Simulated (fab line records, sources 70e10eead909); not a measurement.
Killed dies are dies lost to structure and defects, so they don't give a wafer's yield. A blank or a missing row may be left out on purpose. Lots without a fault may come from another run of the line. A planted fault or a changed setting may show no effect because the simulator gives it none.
fab line records | flow nand_harc
record lots=6 wafers=18 last_day=34
route steps=1302 shown THIN_TSV@1282 END@1302
lots that met no fault: from a run of the same line without faults
start_h: hours from the record's first day to the start of the lot's first wafer shown | wait_h: hours since the lot's step before | " the same as in the row above | L1.1+2: a row that stands for several wafers | - no value, or no start given | * or withheld: withheld | < > ~ a bound
route shown NAME@n: a module of which the file shows steps, and the number in the route of the first | usual: mean/standard deviation of fault-free wafers | same: alike in all rows | chamber/n: place in a boat | sites: the reading at each site | _std_site: their standard deviation | _edge_site: outer sites' mean less inner sites' | radius_mm: how far each site lies from the wafer's centre | mask NAME#n: copy n | behind: the tool/chamber that last shaped the wafer | hold: why the lot was held/for how many hours/how that ended | device: the transistor (n, p or np) that didn't switch | end of line: the same wafers' tests at the end of the route | a step without rows: its recipe alone | killed: dies lost to structure and defects at the first sort, not the wafer's yield | map: a wafer's dies, x killed, . not, _ none there
set.NAME: the setting as run; set.NAME@STEP: as run at that earlier step | model.NAME: the simulator's own value behind a step, which no gauge read
lots at some steps of the route; a table a step, a row a wafer
services: from which hour (start_h, from the record's first day; less than 0 if before it) a tool's chamber was out of use, for how many hours, and why
## steps
# step NHARC_THIN_TSV_PVD_24
# recipe target_thk_a=8000 power_w=withheld chamber_pressure_pa=withheld substrate_temp_c=withheld time_s=withheld gas=Ar material=Al
# step NHARC_THIN_TSV_DEHYDRATE_25
# recipe temp_c=150 time_s=120
# step NHARC_THIN_TSV_HMDS_26
# recipe time_s=30
# step NHARC_THIN_TSV_COAT_27
# recipe spin_rpm=*
# step NHARC_THIN_TSV_SOFTBAKE_28
# recipe temp_c=122 time_s=95
# step NHARC_THIN_TSV_EBR_29
# step NHARC_THIN_TSV_EXPOSE_30
# recipe na=0.55 dose_mj=11.47 mask_id=PAD
# step NHARC_THIN_TSV_PEB_31
# recipe peb_temp_c=118 peb_time_s=85
# step NHARC_THIN_TSV_DEVELOP_32
# recipe time_s=70
# step NHARC_THIN_TSV_CD_MEAS_33
# recipe target_cd_nm=5000 landing_energy_ev=500
# usual cd_nm=4999.9/2
# columns lot.wafer tool chamber start_h wait_h cd_nm
L400.1 cd_sem-01 0 597.82 - 4999.0
L400.2 " 0 " " 4999.7
L400.4 " 0 " " 4999.7
L403.3 cd_sem-03 0 627.68 - 5000.6
L403.5 " 0 " " 5001.3
L403.6 " 0 " " 4998.1
L413.3 cd_sem-01 0 700.99 - 5000.6
L413.5 " 0 " " 5001.8
L413.6 " 0 " " 4998.5
L411.3 cd_sem-01 0 702.26 - 5000.2
L411.5 " 0 " " 5001.8
L411.6 " 0 " " 5003.1
L412.1 cd_sem-03 0 708.29 - 4997.8
L412.2 " 0 " " 4999.0
L412.4 " 0 " " 4996.2
L417.3 cd_sem-01 0 791.22 - 5001.8
L417.4 " 0 " " 4998.1
L417.5 " 0 " " 4997.1
# step NHARC_THIN_TSV_HARDBAKE_34
# recipe temp_c=125 time_s=80
# step NHARC_THIN_TSV_DESCUM_35
# recipe time_s=3 o2_flow_sccm=200 ar_flow_sccm=0 bias_power_w=0 chemistry=O2
# usual drypump_motor_current_A=5.6/0.54 oes_product_au=0.996/0.0087 rf_vpp_V=57.7/0.89 showerhead_plenum_p_Torr=1.92/0.075 throttle_valve_pct=11.312/0.0097
# columns lot.wafer tool chamber start_h wait_h drypump_motor_current_A oes_product_au rf_hours_counter_h rf_vpp_V showerhead_plenum_p_Torr throttle_valve_pct
L400.1 rie_diel-13 2 597.99 - 5.1 0.988 4.3 55.5 1.80 11.314
L400.4 " 3 " " 5.3 0.994 4.4 56.6 1.97 11.308
L400.2 " 0 " " 6.4 0.985 3.9 56.8 1.85 11.311
L403.3 rie_diel-13 3 627.83 - 5.3 0.993 6.2 58.8 1.97 11.312
L403.5 " 3 " " 5.3 0.990 - 56.9 1.97 11.321
L403.6 " 0 " " 6.4 0.993 - 57.7 1.85 11.301
L413.3 rie_diel-04 2 701.19 - 5.7 1.001 7.1 57.6 1.87 11.321
L413.5 " 3 " " 6.8 0.989 - 58.6 1.98 11.325
L413.6 " 0 " " 5.8 1.002 - 58.6 1.90 11.303
L411.3 rie_diel-04 3 702.43 - 6.8 0.996 6.3 56.6 1.98 11.328
L411.5 " 2 " " 5.7 0.995 - 56.8 1.87 11.311
L411.6 " 3 " " 6.8 0.991 - 57.2 1.98 11.305
L412.4 rie_diel-12 1 708.46 - 5.3 1.008 6.8 58.9 1.94 11.324
L412.2 " 2 " " 5.1 1.016 6.7 56.7 1.82 11.319
L412.1 " 3 " " 5.5 1.001 6.5 57.4 2.05 11.307
L417.3 rie_diel-13 1 791.40 - 5.7 0.989 4.8 57.7 1.99 11.323
L417.4 " 2 " " 5.1 0.993 4.5 56.7 1.80 11.310
L417.5 " 0 " " 6.4 1.007 - 58.3 1.84 11.296
# step NHARC_THIN_TSV_ETCH_59
# recipe target_depth_a=8800 icp_w=900 bias_w=100 Cl2_flow_sccm=60 bcl3_flow_sccm=30 time_s=138.1 chemistry=Cl2/BCl3
# usual drypump_motor_current_A=5.6/0.58 mfc_cl2_sccm=59.96/0.2 oes_product_au=0.999/0.0087 run_length_s=159.2/0.46 throttle_valve_pct=22.265/0.0094
# columns lot.wafer tool chamber start_h wait_h drypump_motor_current_A mfc_cl2_sccm oes_product_au rf_hours_counter_h run_length_s throttle_valve_pct
L400.2 rie_metal-01 0 598.10 0.1 5.4 59.95 0.999 0.2 159.7 22.280
L400.1 " 1 " " 6.7 59.87 1.006 0.2 159.7 22.282
L400.4 " 0 " " 5.5 59.72 0.998 - 160.0 22.263
L403.3 rie_metal-02 0 628.03 0.2 6.3 59.85 0.996 - 159.1 22.256
L403.5 " 0 " " 6.3 60.03 1.003 - 159.3 22.266
L403.6 " 1 " " 5.5 59.91 0.992 - 158.8 22.263
L413.3 rie_metal-01 0 701.35 0.1 5.5 60.19 1.005 - 159.3 22.257
L413.5 " 0 " " 5.5 59.99 0.990 - 159.8 22.283
L413.6 " 1 " " 6.7 60.08 1.008 - 159.7 22.274
L411.3 rie_metal-02 1 702.69 0.2 5.5 60.10 0.992 - 196.4 22.254
L411.5 " 1 " " 5.5 59.84 0.991 - 196.2 22.252
L411.6 " 1 " " 5.5 59.91 0.992 - 196.2 22.260
L412.1 rie_metal-02 1 708.58 0.1 5.5 60.07 1.008 2.2 196.6 22.266
L412.2 " 1 " " 5.5 59.97 0.999 - 196.5 22.264
L412.4 " 1 " " 5.5 60.38 1.003 - 196.4 22.272
L417.4 rie_metal-03 0 791.57 0.1 4.9 60.20 1.003 - 159.4 22.251
L417.3 " 1 " " 5.2 60.10 1.006 - 159.4 22.259
L417.5 " 1 " " 5.2 59.73 0.999 - 159.1 22.263
# step NHARC_THIN_TSV_ETCH_36
# recipe target_depth_a=650 over_etch_frac=0.3 time_s=18.571 ion_energy_ev=150 chemistry=Cl2/BCl3
# usual drypump_motor_current_A=5.6/0.58 oes_product_au=0.999/0.01 run_length_s=39.7/0.47
# columns lot.wafer tool chamber start_h wait_h drypump_motor_current_A oes_product_au rf_hours_counter_h run_length_s
L400.1 rie_metal-01 0 598.37 0.2 5.5 1.000 0.4 40.0
L400.2 " 1 " " 6.7 0.995 0.4 40.1
L400.4 " 1 " " 6.7 0.997 - 39.9
L403.3 rie_metal-02 0 628.24 0.2 6.3 0.999 - 40.2
L403.6 " 1 " " 5.5 0.997 - 39.1
L403.5 " 0 " " 6.3 0.998 - 39.9
L413.3 rie_metal-01 0 701.55 0.2 5.5 0.992 - 40.0
L413.5 " 1 " " 6.8 1.007 - 40.1
L413.6 " 0 " " 5.5 0.982 - 40.1
L411.3 rie_metal-02 1 703.05 0.3 5.5 0.983 - 38.8
L411.5 " 1 " " 5.5 0.980 - 39.5
L411.6 " 1 " " 5.5 0.982 - 39.2
L412.1 rie_metal-02 1 709.06 0.4 5.5 0.988 2.5 39.0
L412.2 " 1 " " 5.5 1.000 - 38.9
L412.4 " 1 " " 5.5 0.988 - 39.4
L417.4 rie_metal-03 0 791.77 0.2 4.9 1.005 - 40.0
L417.3 " 1 " " 5.2 1.017 - 39.7
L417.5 " 1 " " 5.2 1.001 - 39.5
# step NHARC_END_SORT_01
# recipe temp_c=25
# usual defect_limited_yield=91.0/2.6 killed_at_array=57/17 killed_at_other=0.5/0.82 killed_at_periphery=4.0/2.8 killed_dies=61/18 killed_open=2.9/2 killed_short=2.3/1.7
# same gross_dies=677
# columns lot.wafer tool chamber start_h wait_h defect_limited_yield[%] killed_at_array killed_at_other killed_at_periphery killed_dies killed_open killed_short
L400.1 prober-02 0 606.86 2.5 89.2 65 2 6 73 2 5
L400.2 prober-02 0 607.68 2.8 93.5 43 0 1 44 7 4
L400.4 prober-02 0 609.30 3.4 93.4 40 3 2 45 3 2
L403.3 prober-02 0 639.66 3.1 91.3 53 0 6 59 5 1
L403.5 prober-02 0 641.24 3.7 91.1 56 1 3 60 3 4
L403.6 prober-02 0 642.03 3.9 88.2 73 0 7 80 7 1
L412.1 prober-01 0 718.02 2.5 89.4 67 0 5 72 5 4
L417.3 prober-02 0 804.81 3.1 89.7 64 1 5 70 3 4
L417.4 prober-02 0 805.62 3.4 90.7 60 0 3 63 0 4
L417.5 prober-02 0 806.43 3.7 88.6 73 0 4 77 3 1
# killed by level:class
L400.1 A_CHANNEL_HOLE_D2:chamber_film_flake=28 A_CHANNEL_HOLE_D1:chamber_film_flake=24 A_CONTACT:chamber_film_flake=4 P_STI:chamber_film_flake=2 A_CHANNEL_FILL_D2:chamber_film_flake=2 A_SLIT:chamber_film_flake=2 THIN_TSV:chamber_film_flake=2 P_GATE:geometric_particle:open=1
L400.2 A_CHANNEL_HOLE_D1:chamber_film_flake=14 A_CHANNEL_HOLE_D2:chamber_film_flake=12 A_ONON_D1:geometric_particle:open=2 A_STAIRCASE:chamber_film_flake=2 A_SLIT:chamber_film_flake=2 A_WL_FILL:chamber_film_flake=2 P_STI:geometric_particle:open=1 A_CHANNEL_HOLE_D1:geometric_particle:open=1
L400.4 A_CHANNEL_HOLE_D1:chamber_film_flake=17 A_CHANNEL_HOLE_D2:chamber_film_flake=11 THIN_TSV:chamber_film_flake=3 A_WL_FILL:geometric_particle:short=2 A_WL_FILL:chamber_film_flake=2 A_CONTACT:chamber_film_flake=2 A_CHANNEL_FILL_D1:geometric_particle:open=1 A_DECK1_JOINT:geometric_particle:open=1
L403.3 A_SLIT:chamber_film_flake=28 A_CHANNEL_HOLE_D2:chamber_film_flake=11 A_STAIRCASE:chamber_film_flake=5 A_CHANNEL_HOLE_D1:chamber_film_flake=2 A_DECK1_JOINT:chamber_film_flake=2 P_STI:geometric_particle:open=1 P_M0:geometric_particle:short=1 P_M0:geometric_particle:open=1
L403.5 A_SLIT:chamber_film_flake=27 A_CHANNEL_HOLE_D2:chamber_film_flake=15 A_STAIRCASE:chamber_film_flake=6 A_CHANNEL_HOLE_D1:chamber_film_flake=3 P_M1:geometric_particle:open=2 A_CHANNEL_FILL_D1:geometric_particle:short=1 A_DECK1_JOINT:geometric_particle:short=1 A_CHANNEL_HOLE_D2:geometric_particle:short=1
L403.6 A_SLIT:chamber_film_flake=31 A_CHANNEL_HOLE_D2:chamber_film_flake=15 A_CHANNEL_HOLE_D1:chamber_film_flake=9 A_STAIRCASE:chamber_film_flake=5 A_DECK1_JOINT:chamber_film_flake=3 P_M0:geometric_particle:open=2 P_M2:chamber_film_flake=2 A_CONTACT:chamber_film_flake=2
L412.1 A_CHANNEL_HOLE_D1:chamber_film_flake=25 A_CHANNEL_HOLE_D2:chamber_film_flake=25 A_CONTACT:chamber_film_flake=4 A_STAIRCASE:chamber_film_flake=3 A_SLIT:chamber_film_flake=3 P_CONTACT:geometric_particle:open=2 A_M0:chamber_film_flake=2 P_GATE:geometric_particle:open=1
L417.3 A_CHANNEL_HOLE_D2:chamber_film_flake=25 A_SLIT:chamber_film_flake=18 A_CHANNEL_HOLE_D1:chamber_film_flake=11 P_CONTACT:chamber_film_flake=4 A_STAIRCASE:chamber_film_flake=3 A_CONTACT:geometric_particle:open=2 P_M1:geometric_particle:short=1 A_CHANNEL_FILL_D1:geometric_particle:short=1
L417.4 A_SLIT:chamber_film_flake=22 A_CHANNEL_HOLE_D2:chamber_film_flake=17 A_CHANNEL_HOLE_D1:chamber_film_flake=10 A_STAIRCASE:chamber_film_flake=3 A_M0:geometric_particle:short=2 P_CONTACT:chamber_film_flake=2 A_CONTACT:chamber_film_flake=2 A_CHANNEL_FILL_D1:geometric_particle:short=1
L417.5 A_CHANNEL_HOLE_D2:chamber_film_flake=26 A_SLIT:chamber_film_flake=19 A_CHANNEL_HOLE_D1:chamber_film_flake=16 A_WL_FILL:chamber_film_flake=4 P_CONTACT:chamber_film_flake=3 A_STAIRCASE:chamber_film_flake=3 A_CHANNEL_FILL_D1:geometric_particle:open=1 A_SGD_CUT:geometric_particle:open=1
## services
# columns tool chamber start_h hours kind
rie_metal-01 - 575.00 9.0 pm
rie_metal-02 - 581.09 2.5 repair
rie_metal-01 0 608.26 22.0 repair
rie_diel-04 3 608.83 6.3 repair
rie_diel-12 1 613.53 6.3 repair
rie_diel-13 1 615.49 1.7 repair
rie_diel-12 - 622.40 9.0 pm
rie_metal-02 - 631.00 9.0 pm
rie_metal-02 0 631.00 9.0 vent_cycle
rie_metal-02 1 631.00 9.0 vent_cycle
rie_diel-12 0 644.48 7.1 repair
rie_diel-12 0 655.92 9.8 repair
rie_metal-02 0 675.20 63.8 repair
rie_diel-04 1 694.28 2.6 repair
rie_diel-13 - 696.00 9.0 pm
rie_metal-03 - 696.00 9.0 pm
rie_diel-04 - 708.90 9.0 pm
rie_metal-03 - 714.03 1.7 repair
rie_diel-12 1 716.41 44.4 repair
rie_diel-12 3 723.96 6.9 repair
rie_diel-12 - 727.28 1.3 repair
rie_diel-04 2 742.29 6.2 repair
rie_metal-03 0 746.83 2.5 repair
rie_metal-01 - 752.00 9.0 pm
## key
first_sign step=NHARC_THIN_TSV_ETCH_59 reading=run_length_s direction=up sigmas=80 usual=* struck=*
effect none on later readings
met_at NHARC_THIN_TSV_ETCH_59
struck_wafers L411.3,L411.5,L411.6,L412.1,L412.2,L412.4
onset_between 628.03 702.69
fault kind=process_parameter_drift tool=rie_metal-02 chamber=- onset_h=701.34 steps=NHARC_THIN_TSV_ETCH_59 channel=time_s offset=* shape=step end_h=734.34 acts_in=* stated=*
